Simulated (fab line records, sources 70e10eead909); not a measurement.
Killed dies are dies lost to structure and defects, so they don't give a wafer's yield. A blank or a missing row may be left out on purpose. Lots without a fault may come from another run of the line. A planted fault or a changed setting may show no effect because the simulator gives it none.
Problem report in the 8D (eight disciplines) form, filled by code | flow nand_harc | the parts of the form that need people (team, actions taken, sign-off) are left out

1. THE PROBLEM
killed_dies at NHARC_END_SORT_01 reads a mean of 557 on 3 wafers of 3 lots; wafers without a fault read 58 with a standard deviation of 17. That is +29 standard deviations from the usual mean.
First seen on wafer L242.3, day 33 06:29, on prober-02. The record holds 15 wafers of 5 lots with a number at this step. Rule for "out", or "out of limits": more than 4 standard deviations from the usual mean. The other wafers with a number count as sound.

2. WHAT IT IS AND WHAT IT IS NOT
question                    | is                           | is not
which readings at this step | killed_dies, killed_at_array | killed_at_other, killed_at_periphery, killed_open, killed_short
which lots                  | L242, L243, L244             | L232, L234
which wafers of those lots  | L242.3, L243.3, L244.3       | L242.2, L242.6, L243.4, L243.6, L244.1, L244.6
read on which gauges        | prober-01, prober-02         | -
when                        | from day 33 06:29            | up to then (7 sound wafers); but 5 sound wafers of L242, L243, L244 came after

3. SUSPECTS, AND WHAT RULES EACH OUT
Counting: a tool at a process step up to the reading stays a suspect if it ran every lot that is out. Sound lots after the first of them don't rule it out here, since some wafers of a struck lot are sound.
- the gauge at NHARC_END_SORT_01: ruled out. The wafers that are out were read on 2 gauges (prober-01, prober-02).
- rie_diel-12 at NHARC_A_CONTACT_ETCH_75 (etches the open film in CF4, target depth 39 nm, time 65 s): kept. It ran every lot that is out, first L242 (day 30 15:22).
- rie_diel-12 at NHARC_A_CONTACT_ETCH_77 (etches the open film in CF4/CHF3, target depth 108.9 nm, time 54.5 s): kept. It ran every lot that is out, first L242 (day 30 15:49). Its own readings are out on those wafers: oes_product_au.
Left after counting: rie_diel-12 at NHARC_A_CONTACT_ETCH_75, rie_diel-12 at NHARC_A_CONTACT_ETCH_77.

4. THE CAUSE (what the simulator had put in)
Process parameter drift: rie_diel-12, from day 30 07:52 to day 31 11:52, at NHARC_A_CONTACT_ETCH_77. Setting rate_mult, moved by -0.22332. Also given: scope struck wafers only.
Counting left 2 suspects, and this tool is among them.

5. THE CHAIN OF EFFECTS, in route order
Each row: a reading whose mean over the struck wafers that have a number lies more than 3 standard deviations from the usual. Only readings for which the record gives a usual standard deviation are gone through. hours: the time from each lot's start at the first step in this table that gives one to its start at this step, as a median over the lots. sigmas: the change in usual standard deviations.
hours | step                    | reading         | usual      | on struck wafers | change | sigmas
0     | NHARC_A_CONTACT_ETCH_77 | oes_product_au  | 0.944 a.u. | 0.808            | -0.136 | -5.7
61    | NHARC_END_SORT_01       | killed_at_array | 52         | 550              | +498   | +29
61    | NHARC_END_SORT_01       | killed_dies     | 58         | 557              | +499   | +29
The process steps in it:
- NHARC_A_CONTACT_ETCH_77: etches the open film in CF4/CHF3, target depth 108.9 nm, time 54.5 s.

6. WHAT WOULD HAVE CAUGHT IT SOONER
In this record the first reading out of limits at a measuring or inspecting step was taken at day 33 06:29, 71 hours after the fault began at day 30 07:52.
The tool's own readings at NHARC_A_CONTACT_ETCH_77 were out on every struck wafer that the step has a row for (oes_product_au): an alarm limit on them would have fired on the first of those.
All the lots that are out (3) had begun NHARC_A_CONTACT_ETCH_77 on rie_diel-12 by day 33 06:29. A hold on the tool at that time would have spared none of them.
